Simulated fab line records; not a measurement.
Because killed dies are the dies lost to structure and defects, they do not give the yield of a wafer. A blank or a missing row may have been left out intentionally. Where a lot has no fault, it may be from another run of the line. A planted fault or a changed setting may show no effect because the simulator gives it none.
Chamber matching | flow nandHarc | cmp-02 running NHARC_A_CHANNEL_FILL_D1_CMP_10: 4 sister chambers
The step polishes, target thk 150 nm. 14 wafers are shown with their chamber, then 7 later ones without.

== WAFERS WITH THEIR CHAMBER ==
wafer  | chamber | motorCurrentA (A) | timeToEndpointS (s) | slurryFilterDpKPa (kPa)
L833.1 | 0       | 10.5              | 21                  | 13.45
L833.2 | 3       | 11.4              | 17                  | 13.67
L833.3 | 1       | 9.5               | 16                  | 13.44
L835.2 | 0       | 11.0              | 18                  | 13.66
L835.3 | 2       | 15.1              | 16                  | 13.75
L835.5 | 1       | 9.4               | 14                  | 13.43
L837.2 | 1       | 9.5               | 15                  | 13.49
L837.3 | 0       | 10.5              | 20                  | 13.45
L837.5 | 2       | 14.5              | 19                  | 13.42
L839.1 | 0       | 10.5              | 20                  | 13.15
L839.2 | 3       | 12.1              | 16                  | 13.14
L839.5 | 2       | 14.0              | 18                  | 13.64
L840.1 | 0       | 10.8              | 21                  | 13.65
L840.2 | 3       | 11.8              | 14                  | 13.41

SIGNATURES, as means of the wafers listed above
reading           | chamber 0 | chamber 1 | chamber 2 | chamber 3 | scatter within a chamber
motorCurrentA     | 10.660    | 9.467     | 14.533    | 11.767    | 0.327
timeToEndpointS   | 20.00     | 15.00     | 17.67     | 15.67     | 1.32
slurryFilterDpKPa | 13.4720   | 13.4533   | 13.6033   | 13.4067   | 0.193
Rule: for a wafer and a chamber, the distance is found by dividing, reading by reading, the gap between the wafer's reading and the chamber's mean by the reading's scatter, squaring, summing and taking the root. The wafer belongs to the nearest chamber; if the next one is less than 2 further off, it can't be placed. How the scatter is found: for the shown wafers, subtract from each reading the mean of its chamber, square and add these, divide the total by (wafers less chambers), then take the root.

== WAFERS MISSING THEIR CHAMBER ==
wafer  | motorCurrentA (A) | timeToEndpointS (s) | slurryFilterDpKPa (kPa)
L840.6 | 13.8              | 21                  | 13.40
L844.1 | 9.5               | 12                  | 13.63
L844.3 | 14.9              | 16                  | 13.42
L844.6 | 10.0              | 13                  | 13.83
L852.1 | 9.7               | 6                   | 13.64
L852.2 | 10.6              | 9                   | 13.69
L852.4 | 11.6              | 6                   | 13.55

== CHAMBER TAKEN BY EACH ==
wafer  | from the rows above     | in truth
L840.6 | 2                       | 2
L844.1 | 1                       | 1
L844.3 | 2                       | 2
L844.6 | 1                       | 1
L852.1 | 1                       | 1
L852.2 | can't be placed: 1 or 3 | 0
L852.4 | 3                       | 3
Placed correctly: 6 of 7. From these rows, 1 cannot be placed; in 0 the true chamber is one of the candidates. Number placed wrongly: 0.
